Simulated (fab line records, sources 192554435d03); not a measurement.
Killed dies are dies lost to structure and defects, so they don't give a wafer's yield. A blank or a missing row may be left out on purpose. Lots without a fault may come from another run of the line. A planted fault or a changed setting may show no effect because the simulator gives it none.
Problem report in the 8D (eight disciplines) form, filled by code | flow n5_finfet | the parts of the form that need people (team, actions taken, sign-off) are left out

1. THE PROBLEM
raw_defect_count at N5_BEOL_M12_INSPECT_55 reads a mean of 324 on 2 wafers of 2 lots; wafers without a fault read 66 with a standard deviation of 21. That is +12 standard deviations from the usual mean.
The step: inspects for defects (darkfield).
First seen on wafer L487.5, day 14 05:54, on defect_inspect-01. The record holds 30 wafers of 10 lots with a number at this step. Rule for "out", or "out of limits": more than 4 standard deviations from the usual mean. The other wafers with a number count as sound.

2. WHAT IT IS AND WHAT IT IS NOT
question                    | is                                   | is not
which readings at this step | raw_defect_count                     | -
which lots                  | L487, L488                           | L475, L476, L478, L479, L480, L484, L495, L496
which wafers of those lots  | L487.5, L488.4                       | L487.2, L487.4, L488.5, L488.6
read on which gauges        | defect_inspect-01, defect_inspect-02 | -
when                        | from day 14 05:54                    | up to then (20 sound wafers); but 8 sound wafers of L488, L495, L496 came after

3. SUSPECTS, AND WHAT RULES EACH OUT
Counting: a tool at a process step up to the reading stays a suspect if it ran every lot that is out. Sound lots after the first of them don't rule it out here, since some wafers of a struck lot are sound.
- the gauge at N5_BEOL_M12_INSPECT_55: ruled out. The wafers that are out were read on 2 gauges (defect_inspect-01, defect_inspect-02).
- pecvd-03 at N5_BEOL_M12_PRE_CLEAN_52 (time 15 s): kept. It ran every lot that is out, first L487 (day 14 05:47); its last sound lot up to then is L480 (day 13 15:26).
Left after counting: pecvd-03 at N5_BEOL_M12_PRE_CLEAN_52.

4. THE CAUSE (what the simulator had put in)
Chamber particle source: pecvd-03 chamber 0, from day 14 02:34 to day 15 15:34, at N5_BEOL_M12_PRE_CLEAN_52. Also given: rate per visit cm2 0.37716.
Counting left only this tool.

5. THE CHAIN OF EFFECTS, in route order
Each row: a reading whose mean over the struck wafers that have a number lies more than 3 standard deviations from the usual. Only readings for which the record gives a usual standard deviation are gone through. hours: the time from each lot's start at the first step in this table that gives one to its start at this step, as a median over the lots. sigmas: the change in usual standard deviations.
hours | step                    | reading              | usual  | on struck wafers | change | sigmas
0     | N5_BEOL_M12_INSPECT_55  | raw_defect_count     | 66     | 324              | +258   | +12
1     | N5_BEOL_M13_INSPECT_12  | raw_defect_count     | 2.0    | 267.5            | +265.5 | +99 or more
2     | N5_BEOL_M13_INSPECT_30  | raw_defect_count     | 2.2    | 263.5            | +261.3 | +99 or more
37    | N5_PASSIVATION_PROBE_49 | defect_limited_yield | 91.2 % | 82.8             | -8.4   | -6.0
37    | N5_PASSIVATION_PROBE_49 | killed_at_M4_up      | 14     | 114              | +100   | +18
37    | N5_PASSIVATION_PROBE_49 | killed_dies          | 103    | 203              | +100   | +5.9
37    | N5_PASSIVATION_PROBE_49 | sort_bin_5_function  | 5.1 %  | 10.8             | +5.7   | +6.3
37    | N5_PASSIVATION_PROBE_49 | sort_n_pass          | 1077   | 977              | -100   | -5.9
37    | N5_PASSIVATION_PROBE_49 | sort_yield_pct       | 91.2 % | 82.8             | -8.4   | -6.0
The process steps in it:
- N5_PASSIVATION_PROBE_49

6. WHAT WOULD HAVE CAUGHT IT SOONER
In this record the first reading out of limits at a measuring or inspecting step was taken at day 14 05:54, 3 hours after the fault began at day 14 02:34.
Of the lots that are out (2), L488 began N5_BEOL_M12_PRE_CLEAN_52 on pecvd-03 after day 14 05:54. A hold on the tool at that time would have spared it.
